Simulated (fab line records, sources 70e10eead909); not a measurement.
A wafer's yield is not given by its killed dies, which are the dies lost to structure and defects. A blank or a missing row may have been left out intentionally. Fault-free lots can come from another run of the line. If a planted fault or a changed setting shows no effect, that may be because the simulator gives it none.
Commonality check across tools :: flow nandHarc :: Sample size 11 lots and 33 wafers

## WHY IT WAS OPENED
On 2 of the 11 lots, a flag is raised at NHARC_A_M0_CD_MEAS_09 on the reading cdNm. No-fault wafers: 79.6 nm, standard deviation 0.77.
Rule: a lot is flagged in two cases, either no wafer of it has a number, or all its wafers with numbers fall more than 4 standard deviations from that mean. All remaining lots are regarded as sound.

lot: L305
measured: day 18 03:37
on: cdSem-03
cdNm (nm), wafer by wafer: 79.1 79.2 78.4
flag: 

lot: L308
measured: day 18 04:49
on: cdSem-02
cdNm (nm), wafer by wafer: 80.2 79.1 79.4
flag: 

lot: L303
measured: day 18 14:48
on: cdSem-03
cdNm (nm), wafer by wafer: 78.8 78.9 80.2
flag: 

lot: L306
measured: day 18 14:58
on: cdSem-03
cdNm (nm), wafer by wafer: 78.9 79.4 79.9
flag: 

lot: L309
measured: day 18 22:44
on: cdSem-03
cdNm (nm), wafer by wafer: 79.3 79.6 77.8
flag: 

lot: L314
measured: day 20 07:47
on: cdSem-01
cdNm (nm), wafer by wafer: 85.8 85.5 84.3
flag: FLAGGED

lot: L316
measured: day 20 23:42
on: cdSem-02
cdNm (nm), wafer by wafer: 85.2 84.4 85.1
flag: FLAGGED

lot: L323
measured: day 22 06:51
on: cdSem-01
cdNm (nm), wafer by wafer: 79.1 79.7 80.2
flag: 

lot: L322
measured: day 22 07:17
on: cdSem-02
cdNm (nm), wafer by wafer: 78.1 79.4 78.6
flag: 

lot: L324
measured: day 22 22:59
on: cdSem-03
cdNm (nm), wafer by wafer: 80.3 81.7 80.3
flag: 

lot: L325
measured: day 23 01:54
on: cdSem-02
cdNm (nm), wafer by wafer: 80.9 80.1 80.0
flag: 
The numbers of the flagged lots are 85.0 nm on average: +5.5 nm against the usual, or +7 standard deviations.

## LOT BY LOT: THE TOOL USED
Before the reading, the record contains 3 process steps out of a 1159-step route. Cell contents, in order: the tool; ch with the chambers the sampled wafers went through; the start.
lot: L305
flag: 
NHARC_A_BLC_STRIP_29: rieDiel-02 ch 0,2,3, day 17 21:25
NHARC_A_BLC_PVD_32: pvdSputter-02, day 18 03:32 or earlier
NHARC_A_M0_PEB_07: lithoTrack-06 ch 0, day 18 03:32

lot: L308
flag: 
NHARC_A_BLC_STRIP_29: rieDiel-02 ch 0,2,3, day 17 22:08
NHARC_A_BLC_PVD_32: pvdSputter-02, day 18 04:44 or earlier
NHARC_A_M0_PEB_07: lithoTrack-06 ch 0, day 18 04:44

lot: L303
flag: 
NHARC_A_BLC_STRIP_29: rieDiel-02 ch 0,1, day 18 05:28
NHARC_A_BLC_PVD_32: pvdSputter-01, day 18 14:43 or earlier
NHARC_A_M0_PEB_07: lithoTrack-06 ch 0, day 18 14:43

lot: L306
flag: 
NHARC_A_BLC_STRIP_29: rieDiel-02 ch 1,2,3, day 18 06:40
NHARC_A_BLC_PVD_32: pvdSputter-03, day 18 14:53 or earlier
NHARC_A_M0_PEB_07: lithoTrack-01 ch 0, day 18 14:53

lot: L309
flag: 
NHARC_A_BLC_STRIP_29: rieDiel-02 ch 1,2,3, day 18 16:31
NHARC_A_BLC_PVD_32: pvdSputter-01, day 18 22:39 or earlier
NHARC_A_M0_PEB_07: lithoTrack-06 ch 0, day 18 22:39

lot: L314
flag: FLAGGED
NHARC_A_BLC_STRIP_29: rieDiel-02 ch 1,2,3, day 20 03:23
NHARC_A_BLC_PVD_32: pvdSputter-02, day 20 07:42 or earlier
NHARC_A_M0_PEB_07: lithoTrack-06 ch 0, day 20 07:42

lot: L316
flag: FLAGGED
NHARC_A_BLC_STRIP_29: rieDiel-02 ch 0,2, day 20 20:43
NHARC_A_BLC_PVD_32: pvdSputter-03, day 20 23:37 or earlier
NHARC_A_M0_PEB_07: lithoTrack-06 ch 0, day 20 23:37

lot: L323
flag: 
NHARC_A_BLC_STRIP_29: rieDiel-13 ch 0,2,3, day 22 03:41
NHARC_A_BLC_PVD_32: pvdSputter-02, day 22 06:46 or earlier
NHARC_A_M0_PEB_07: lithoTrack-01 ch 0, day 22 06:46

lot: L322
flag: 
NHARC_A_BLC_STRIP_29: rieDiel-04 ch 0,3, day 22 04:35
NHARC_A_BLC_PVD_32: pvdSputter-02, day 22 07:13 or earlier
NHARC_A_M0_PEB_07: lithoTrack-01 ch 0, day 22 07:13

lot: L324
flag: 
NHARC_A_BLC_STRIP_29: rieDiel-02 ch 0,2,3, day 22 19:22
NHARC_A_BLC_PVD_32: pvdSputter-02, day 22 22:54 or earlier
NHARC_A_M0_PEB_07: lithoTrack-04 ch 0, day 22 22:54

lot: L325
flag: 
NHARC_A_BLC_STRIP_29: rieDiel-04 ch 0,1, day 22 22:58
NHARC_A_BLC_PVD_32: pvdSputter-03, day 23 01:49 or earlier
NHARC_A_M0_PEB_07: lithoTrack-04 ch 0, day 23 01:49
These steps, and what they do:
- NHARC_A_BLC_STRIP_29: strips in CF4.
- NHARC_A_BLC_PVD_32: deposits Ti, target thk 5 nm, time 17.7 s.
- NHARC_A_M0_PEB_07: peb time 65 s.
- NHARC_A_M0_CD_MEAS_09: target cd 80 nm.

## FLAGGED AGAINST TOTAL, ONE TOOL AT A TIME (gauges that did the reading follow at the end)
step: NHARC_A_BLC_STRIP_29
tool: rieDiel-02
lots run: 8
flagged: 2
share of the flagged lots: all
sound lots run after its first flagged lot: 1 (L324)

step: NHARC_A_BLC_STRIP_29
tool: rieDiel-04
lots run: 2
flagged: 0
share of the flagged lots: none
sound lots run after its first flagged lot: -

step: NHARC_A_BLC_STRIP_29
tool: rieDiel-13
lots run: 1
flagged: 0
share of the flagged lots: none
sound lots run after its first flagged lot: -

step: NHARC_A_BLC_PVD_32
tool: pvdSputter-01
lots run: 2
flagged: 0
share of the flagged lots: none
sound lots run after its first flagged lot: -

step: NHARC_A_BLC_PVD_32
tool: pvdSputter-02
lots run: 6
flagged: 1
share of the flagged lots: some
sound lots run after its first flagged lot: 3 (L323,L322,L324)

step: NHARC_A_BLC_PVD_32
tool: pvdSputter-03
lots run: 3
flagged: 1
share of the flagged lots: some
sound lots run after its first flagged lot: 1 (L325)

step: NHARC_A_M0_PEB_07
tool: lithoTrack-01
lots run: 3
flagged: 0
share of the flagged lots: none
sound lots run after its first flagged lot: -

step: NHARC_A_M0_PEB_07
tool: lithoTrack-04
lots run: 2
flagged: 0
share of the flagged lots: none
sound lots run after its first flagged lot: -

step: NHARC_A_M0_PEB_07
tool: lithoTrack-06
lots run: 6
flagged: 2
share of the flagged lots: all
sound lots run after its first flagged lot: 0

step: NHARC_A_M0_CD_MEAS_09
tool: cdSem-01
lots run: 2
flagged: 1
share of the flagged lots: some
sound lots run after its first flagged lot: 1 (L323)

step: NHARC_A_M0_CD_MEAS_09
tool: cdSem-02
lots run: 4
flagged: 1
share of the flagged lots: some
sound lots run after its first flagged lot: 2 (L322,L325)

step: NHARC_A_M0_CD_MEAS_09
tool: cdSem-03
lots run: 5
flagged: 0
share of the flagged lots: none
sound lots run after its first flagged lot: -
Because NHARC_A_BLC_PVD_32 lacks a start for some lots, the hours and order of its lots are taken from NHARC_A_M0_PEB_07.

## THE TABLE: WHAT IT ALLOWS
Every flagged lot went through 2 rows of the table: rieDiel-02 at NHARC_A_BLC_STRIP_29 and lithoTrack-06 at NHARC_A_M0_PEB_07.
- rieDiel-02 at NHARC_A_BLC_STRIP_29: 2 of its 8 lots flagged. Sound lots followed the first flagged one (L324) on it, something a lasting fault affecting the whole tool could not allow.
- lithoTrack-06 at NHARC_A_M0_PEB_07: 2 of its 6 lots flagged. Last sound lot L309 at day 18 22:39, first flagged lot L314 at day 20 07:42; a fault beginning in between fits.
What remains is a single tool, lithoTrack-06 at NHARC_A_M0_PEB_07.

## WHAT HAD BEEN PUT IN BY THE SIMULATOR
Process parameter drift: lithoTrack-06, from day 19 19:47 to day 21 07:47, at NHARC_A_M0_PEB_07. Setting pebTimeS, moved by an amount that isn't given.
Struck lots among those shown: L314, L316. The same result came from the rule above.
